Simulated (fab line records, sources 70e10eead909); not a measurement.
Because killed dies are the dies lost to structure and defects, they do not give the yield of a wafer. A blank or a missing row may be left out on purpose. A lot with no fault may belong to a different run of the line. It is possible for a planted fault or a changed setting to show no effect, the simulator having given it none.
fab line records + flow nandHarc
record
- lots=6
- wafers=18
- lastDay=33
route steps=1302 shown P_M0@278 P_M1@285 END@1302
lots that met no fault: from a run of the same line without faults
startH: the number of hours between the record's first day and the start of the first shown wafer of the lot + waitH: hours elapsed since this lot's preceding step + " repeats the value in the row above + L1.1+2: a single row standing in for several wafers + - no value present, or no start provided + * or withheld: withheld + < > ~ a bound
route shown NAME@n: NAME is a module with steps in the file, n the number in the route of the first one + usual: mean and standard deviation over wafers with no fault + same: alike in all rows + chamber/n: place in a boat + sites: per-site readings + _std_site: how widely they spread, as a standard deviation + _edge_site: outer sites' mean less inner sites' + radiusMm: how far each site lies from the wafer's centre + mask NAME#n: copy n + behind: tool/chamber where the wafer was last shaped + hold: what put the lot on hold/how long, in hours/how the hold closed + device: the transistor (n, p or np) that didn't switch + end of line: the tests these same wafers got at the end of their route + a step with no rows: only its recipe + killed: the dies lost at the first sort to structure and to defects; this is not the yield of the wafer + map: a wafer's dies, marking killed ones x, the rest . and places with no die _
set.NAME: the setting as run; set.NAME@STEP: as run at that earlier step + model.NAME: the simulator's own value behind a step, which no gauge read
a table for each step, a row for each wafer; lots at some steps of the route
services: from which hour (startH, from the record's first day; less than 0 if before it) a tool's chamber was out of use, for how many hours, and why
## steps
# step NHARC_P_M0_CMP_23
# recipe
- tOverpolishS=20
- targetThkNm=117.54
# usual
- motorCurrentA=12.3/1
- timeToEndpointS=28.5/2.4
| lot.wafer | tool   | chamber | startH | waitH | motorCurrentA | timeToEndpointS |
|-----------|--------|---------|--------|-------|---------------|-----------------|
| L719.3    | cmp-03 | 0       | 216.05 | -     | 13.9          | 28.0            |
| L719.1    | "      | 3       | "      | "     | 11.9          | 26.5            |
| L719.5    | "      | 1       | "      | "     | 14.2          | 31.1            |
| L722.1    | cmp-03 | 2       | 241.54 | -     | 11.5          | 29.2            |
| L722.2    | "      | 0       | "      | "     | 13.7          | 28.3            |
| L722.4    | "      | 1       | "      | "     | 13.5          | 29.5            |
| L728.2    | cmp-03 | 2       | 301.93 | -     | 12.4          | 29.7            |
| L728.4    | "      | 3       | "      | "     | 11.4          | 29.5            |
| L728.5    | "      | 2       | "      | "     | 11.3          | 32.4            |
| L730.3    | cmp-03 | 3       | 325.38 | -     | 10.9          | 27.1            |
| L730.4    | "      | 1       | "      | "     | 13.4          | 29.7            |
| L730.5    | "      | 0       | "      | "     | 13.7          | 27.0            |
| L732.2    | cmp-03 | 0       | 350.03 | -     | 14.5          | 27.6            |
| L732.1    | "      | 1       | "      | "     | 13.7          | 31.1            |
| L732.6    | "      | 0       | "      | "     | 13.7          | 29.0            |
| L733.2    | cmp-04 | 0       | 356.45 | -     | 10.7          | 25.9            |
| L733.1    | "      | 1       | "      | "     | 11.5          | 26.6            |
| L733.6    | "      | 0       | "      | "     | 10.0          | 25.8            |
# step NHARC_P_M0_THK_MEAS_24
# recipe
- thkMeasGauge=xrf
# usual
- thkNm=117.4/1.7
| lot.wafer | tool         | chamber | startH | waitH | thkNm |
|-----------|--------------|---------|--------|-------|-------|
| L719.1    | filmMetro-02 | -       | 216.37 | -     | 117.2 |
| L719.3    | "            | -       | "      | "     | 117.0 |
| L719.5    | "            | -       | "      | "     | 117.6 |
| L722.1    | filmMetro-02 | -       | 241.86 | -     | 121.3 |
| L722.2    | "            | -       | "      | "     | 118.9 |
| L722.4    | "            | -       | "      | "     | 119.8 |
| L728.2    | filmMetro-02 | -       | 302.22 | -     | 117.1 |
| L728.4    | "            | -       | "      | "     | 116.1 |
| L728.5    | "            | -       | "      | "     | 114.4 |
| L730.3    | filmMetro-01 | -       | 325.69 | -     | 117.9 |
| L730.4    | "            | -       | "      | "     | 117.1 |
| L730.5    | "            | -       | "      | "     | 118.7 |
| L732.1    | filmMetro-02 | -       | 350.35 | -     | 120.6 |
| L732.2    | "            | -       | "      | "     | 115.8 |
| L732.6    | "            | -       | "      | "     | 117.6 |
| L733.1    | filmMetro-02 | -       | 356.73 | -     | 116.0 |
| L733.2    | "            | -       | "      | "     | 117.0 |
| L733.6    | "            | -       | "      | "     | 115.0 |
# step NHARC_P_M0_SRD_25
# step NHARC_P_M0_INSPECT_27
# usual
- rawDefectCount=300/110
| lot.wafer | tool             | chamber | startH | waitH | rawDefectCount |
|-----------|------------------|---------|--------|-------|----------------|
| L719.1    | defectInspect-02 | -       | 216.52 | 0.0   | 153            |
| L719.3    | "                | -       | "      | "     | 196            |
| L719.5    | "                | -       | "      | "     | 314            |
| L722.1    | defectInspect-02 | -       | 242.01 | 0.0   | 207            |
| L722.2    | "                | -       | "      | "     | 270            |
| L722.4    | "                | -       | "      | "     | 302            |
| L728.2    | defectInspect-02 | -       | 302.38 | 0.0   | 387            |
| L728.4    | "                | -       | "      | "     | 298            |
| L728.5    | "                | -       | "      | "     | 486            |
| L730.3    | defectInspect-02 | -       | 325.85 | 0.0   | 503            |
| L730.4    | "                | -       | "      | "     | 389            |
| L730.5    | "                | -       | "      | "     | 637            |
| L732.1    | defectInspect-02 | -       | 350.50 | 0.0   | 331            |
| L732.2    | "                | -       | "      | "     | 221            |
| L732.6    | "                | -       | "      | "     | 292            |
| L733.1    | defectInspect-02 | -       | 356.89 | 0.0   | 251            |
| L733.2    | "                | -       | "      | "     | 366            |
| L733.6    | "                | -       | "      | "     | 263            |
# step NHARC_P_M0_PRE_CLEAN_31
# recipe
- timeS=12
- tempC=370
- rfPowerW=300
- gas=NH3
# usual
- heaterPowerW=661/91
| lot.wafer | tool     | chamber | startH | waitH | heaterPowerW | sinceWetCleanH |
|-----------|----------|---------|--------|-------|--------------|----------------|
| L719.3    | pecvd-04 | 1       | 216.61 | 0.1   | 766          | 115            |
| L719.1    | "        | 2       | "      | "     | 858          | 115            |
| L719.5    | "        | 0       | "      | "     | 712          | -              |
| L722.1    | pecvd-02 | 1       | 242.08 | 0.1   | 545          | 2              |
| L722.2    | "        | 0       | "      | "     | 622          | 2              |
| L722.4    | "        | 1       | "      | "     | 539          | -              |
| L728.2    | pecvd-01 | 1       | 302.46 | 0.1   | 699          | 159            |
| L728.4    | "        | 0       | "      | "     | 616          | -              |
| L728.5    | "        | 2       | "      | "     | 715          | -              |
| L730.3    | pecvd-01 | 0       | 325.93 | 0.1   | 611          | 2              |
| L730.4    | "        | 2       | "      | "     | 736          | -              |
| L730.5    | "        | 0       | "      | "     | 604          | -              |
| L732.2    | pecvd-02 | 1       | 350.65 | 0.1   | 554          | 110            |
| L732.1    | "        | 2       | "      | "     | 579          | 110            |
| L732.6    | "        | 0       | "      | "     | 620          | -              |
| L733.2    | pecvd-02 | 1       | 357.12 | 0.2   | 547          | 117            |
| L733.1    | "        | 0       | "      | "     | 545          | 117            |
| L733.6    | "        | 2       | "      | "     | 540          | -              |
# step NHARC_P_M0_DEP_32
# recipe
- targetThkA=300
- tempC=370
- targetThkNm=30
- pressureTorr=3
- flowSccm=200
- rfW=450
- material=SiCN
# usual
- chamberPressureTorr=3.001/0.0062
- heaterPowerW=616/100
| lot.wafer | tool     | chamber | startH | waitH | chamberPressureTorr | heaterPowerW | sinceWetCleanH |
|-----------|----------|---------|--------|-------|---------------------|--------------|----------------|
| L719.3    | pecvd-04 | 1       | 216.71 | 0.1   | 3.001               | 643          | 115            |
| L719.1    | "        | 2       | "      | "     | 3.006               | 868          | 116            |
| L719.5    | "        | 0       | "      | "     | 3.006               | 658          | -              |
| L722.1    | pecvd-02 | 1       | 242.16 | 0.1   | 2.991               | 436          | 2              |
| L722.2    | "        | 0       | "      | "     | 2.993               | 594          | 2              |
| L722.4    | "        | 1       | "      | "     | 3.003               | 441          | -              |
| L728.2    | pecvd-01 | 1       | 302.57 | 0.1   | 3.014               | 692          | 159            |
| L728.4    | "        | 0       | "      | "     | 2.997               | 496          | -              |
| L728.5    | "        | 2       | "      | "     | 3.002               | 672          | -              |
| L730.3    | pecvd-01 | 0       | 326.04 | 0.1   | 3.001               | 574          | 2              |
| L730.4    | "        | 2       | "      | "     | 3.002               | 608          | -              |
| L730.5    | "        | 0       | "      | "     | 2.999               | 561          | -              |
| L732.2    | pecvd-02 | 1       | 350.76 | 0.1   | 3.003               | 456          | 111            |
| L732.1    | "        | 2       | "      | "     | 3.008               | 546          | 111            |
| L732.6    | "        | 0       | "      | "     | 2.993               | 509          | -              |
| L733.2    | pecvd-02 | 1       | 357.20 | 0.1   | 3.005               | 444          | 117            |
| L733.1    | "        | 0       | "      | "     | 2.998               | 598          | 117            |
| L733.6    | "        | 2       | "      | "     | 2.998               | 555          | -              |
# step NHARC_P_M1_DEP_00
# recipe
- targetThkA=1825
- targetThkNm=182.5
- tempC=withheld
- pressureTorr=5
- flowSccm=200
- rfW=600
- material=SiOC
# step NHARC_P_M1_DEHYDRATE_01
# recipe
- tempC=150
- timeS=120
# step NHARC_P_M1_HMDS_02
# recipe
- timeS=30
# step NHARC_P_M1_COAT_34
# recipe
- tempC=200
- timeS=65
# step NHARC_P_M1_COAT_03
# recipe
- spinRpm=1500
- resistThkNm=90
# step NHARC_P_M1_SOFTBAKE_04
# recipe
- tempC=105
- timeS=55
# usual
- heaterPowerTotalW=188.45/0.15
| lot.wafer | tool          | chamber | startH | waitH | heaterPowerTotalW |
|-----------|---------------|---------|--------|-------|-------------------|
| L719.1    | lithoTrack-01 | 0       | 217    | -     | 188.29            |
| L719.3    | "             | 0       | "      | "     | 188.37            |
| L719.5    | "             | 0       | "      | "     | 188.45            |
| L722.1    | lithoTrack-01 | 0       | 242    | -     | 188.34            |
| L722.2    | "             | 0       | "      | "     | 188.33            |
| L722.4    | "             | 0       | "      | "     | 188.73            |
| L728.2    | lithoTrack-01 | 0       | 303    | -     | 191.13            |
| L728.4    | "             | 0       | "      | "     | 191.09            |
| L728.5    | "             | 0       | "      | "     | 190.96            |
| L730.3    | lithoTrack-01 | 0       | 326    | -     | 190.99            |
| L730.4    | "             | 0       | "      | "     | 191.34            |
| L730.5    | "             | 0       | "      | "     | 191.00            |
| L732.1    | lithoTrack-06 | 0       | 351    | -     | 188.58            |
| L732.2    | "             | 0       | "      | "     | 188.37            |
| L732.6    | "             | 0       | "      | "     | 188.36            |
| L733.1    | lithoTrack-04 | 0       | 358    | -     | 188.33            |
| L733.2    | "             | 0       | "      | "     | 188.66            |
| L733.6    | "             | 0       | "      | "     | 188.32            |
# step NHARC_P_M1_EBR_05
# step NHARC_END_SORT_01
# recipe
- tempC=25
# usual
- defectLimitedYield=92.0/2.4
- killedAtArray=50/16
- killedAtOther=0.8/1
- killedAtPeriphery=4/3.1
- killedDies=54/16
- killedOpen=3.2/2
- killedShort=2.5/1.6
- sort_bin_2_pct=2.8/1
- sort_bin_3_pct=0.6/0.35
- sort_bin_4_pct=4.6/1.4
- sortNPass=623/16
- sortRimYieldPct=90/4.3
- sortYieldPct=92.0/2.4
# same
- grossDies=677
- sort_bin_5_pct[%]=0
- sort_bin_6_pct[%]=0
- sort_bin_7_pct[%]=0
- sort_bin_8_pct[%]=0
- sortRimNGross=106.00
| lot.wafer | tool      | chamber | startH | waitH | defectLimitedYield[%] | killedAtArray | killedAtOther | killedAtPeriphery | killedDies | killedOpen | killedShort | sort_bin_2_pct[%] | sort_bin_3_pct[%] | sort_bin_4_pct[%] | sortNPass | sortRimYieldPct[%] | sortYieldPct[%] |
|-----------|-----------|---------|--------|-------|-----------------------|---------------|---------------|-------------------|------------|------------|-------------|-------------------|-------------------|-------------------|-----------|--------------------|-----------------|
| L722.1    | prober-01 | 0       | 681.83 | 2.5   | 90.0                  | 63            | 0             | 5                 | 68         | 4          | 1           | 3.7               | 0.6               | 5.8               | 609       | 92                 | 90.0            |
| L722.2    | prober-01 | 0       | 682.62 | 2.8   | 91.3                  | 54            | 0             | 5                 | 59         | 4          | 1           | 1.9               | 0.4               | 6.4               | 618       | 88                 | 91.3            |
| L722.4    | prober-01 | 0       | 684.20 | 3.4   | 88.9                  | 71            | 1             | 3                 | 75         | 2          | 3           | 4.0               | 0                 | 7.1               | 602       | 91                 | 88.9            |
| L730.3    | prober-02 | 0       | 766.78 | 3.1   | 95.3                  | 28            | 0             | 4                 | 32         | 0          | 5           | 1.2               | 0.3               | 3.2               | 645       | 97                 | 95.3            |
| L730.4    | prober-02 | 0       | 767.57 | 3.4   | 95.3                  | 29            | 1             | 2                 | 32         | 3          | 4           | 1.8               | 0.4               | 2.5               | 645       | 92                 | 95.3            |
| L730.5    | prober-02 | 0       | 768.35 | 3.6   | 95.6                  | 27            | 2             | 1                 | 30         | 3          | 2           | 1.8               | 0.3               | 2.4               | 647       | 97                 | 95.6            |
# killed by level:class
L722.1 A_CHANNEL_HOLE_D1:chamberFilmFlake=23 A_CHANNEL_HOLE_D2:chamberFilmFlake=21 A_CONTACT:chamberFilmFlake=13 P_BONDPAD:chamberFilmFlake=2 A_STAIRCASE:chamberFilmFlake=2 P_GATE:geometricParticle:short=1 P_M0:geometricParticle:open=1 A_ONON_D1:geometricParticle:open=1
L722.2 A_CHANNEL_HOLE_D2:chamberFilmFlake=20 A_CHANNEL_HOLE_D1:chamberFilmFlake=19 A_CONTACT:chamberFilmFlake=7 A_SGD_CUT:chamberFilmFlake=3 P_CONTACT:geometricParticle:open=2 A_STAIRCASE:chamberFilmFlake=2 P_ZERO_WELL:geometricParticle:open=1 P_M0:geometricParticle:open=1
L722.4 A_CHANNEL_HOLE_D1:chamberFilmFlake=41 A_CHANNEL_HOLE_D2:chamberFilmFlake=18 A_CONTACT:chamberFilmFlake=7 P_GATE:geometricParticle:short=1 P_M0:geometricParticle:open=1 A_CHANNEL_FILL_D2:geometricParticle:short=1 A_WL_FILL:geometricParticle:open=1 A_M0:geometricParticle:short=1
L730.3 A_CHANNEL_HOLE_D1:chamberFilmFlake=14 A_SLIT:chamberFilmFlake=4 A_WL_FILL:chamberFilmFlake=3 P_ZERO_WELL:chamberFilmFlake=2 P_M0:geometricParticle:short=1 P_M2:geometricParticle:short=1 A_CHANNEL_FILL_D2:geometricParticle:short=1 A_WL_FILL:geometricParticle:short=1
L730.4 A_CHANNEL_HOLE_D1:chamberFilmFlake=15 A_SLIT:chamberFilmFlake=4 A_DECK1_JOINT:geometricParticle:short=2 A_STAIRCASE:chamberFilmFlake=2 P_GATE:geometricParticle:short=1 A_CHANNEL_FILL_D2:geometricParticle:short=1 A_CHANNEL_FILL_D2:geometricParticle:open=1 A_SGD_CUT:geometricParticle:open=1
L730.5 A_CHANNEL_HOLE_D1:chamberFilmFlake=15 A_SLIT:chamberFilmFlake=6 THIN_TSV:chamberFilmFlake=2 P_CONTACT:geometricParticle:open=1 A_DECK1_JOINT:geometricParticle:short=1 A_SGD_CUT:geometricParticle:short=1 A_M0:geometricParticle:open=1 A_M1:geometricParticle:open=1
## services
| tool          | chamber | startH | hours | kind                          |
|---------------|---------|--------|-------|-------------------------------|
| lithoTrack-04 | -       | 203.00 | 7.0   | pm                            |
| pecvd-02      | -       | 227.26 | 13.0  | pm                            |
| pecvd-02      | 0       | 227.26 | 13.0  | ventCycle                     |
| pecvd-02      | 1       | 227.26 | 13.0  | ventCycle                     |
| pecvd-02      | 2       | 227.26 | 13.0  | ventCycle                     |
| pecvd-02      | 0       | 240.26 | -     | clean                         |
| pecvd-02      | 1       | 240.26 | -     | clean                         |
| pecvd-02      | 2       | 240.26 | -     | clean                         |
| cmp-04        | -       | 251.53 | 4.0   | pm                            |
| cmp-03        | -       | 256.30 | 0.3   | repair                        |
| cmp-03        | -       | 260.47 | 4.0   | pm                            |
| pecvd-04      | -       | 262.38 | 0.4   | repair                        |
| cmp-03        | -       | 264.47 | -     | consumableReplace:conditioner |
| pecvd-01      | -       | 268.25 | 1.7   | repair                        |
| pecvd-04      | -       | 269.29 | 13.0  | pm                            |
| cmp-04        | -       | 276.57 | 4.8   | repair                        |
| cmp-04        | -       | 300.47 | 0.4   | repair                        |
| pecvd-01      | -       | 311.23 | 13.0  | pm                            |
| cmp-04        | -       | 323.74 | 6.1   | repair                        |
| lithoTrack-01 | -       | 330.00 | 7.0   | pm                            |
| pecvd-04      | 0       | 340.78 | 10.6  | repair                        |
| pecvd-01      | 2       | 342.86 | 3.7   | repair                        |
| cmp-04        | -       | 349.53 | 4.0   | pm                            |
| lithoTrack-06 | -       | 354.00 | 7.0   | pm                            |
## key
firstSign
- step=NHARC_P_M1_SOFTBAKE_04
- reading=heaterPowerTotalW
- direction=up
- sigmas=18
- usual=*
- struck=*
effect none on later readings
metAt NHARC_P_M1_SOFTBAKE_04
struckWafers L728.2,L728.4,L728.5,L730.3,L730.4,L730.5
onsetBetween 242 303
fault
- kind=processParameterDrift
- tool=lithoTrack-01
- chamber=-
- onsetH=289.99
- steps=NHARC_P_M1_SOFTBAKE_04
- channel=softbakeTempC
- offset=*
- shape=step
- endH=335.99
- actsIn=*
- stated=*
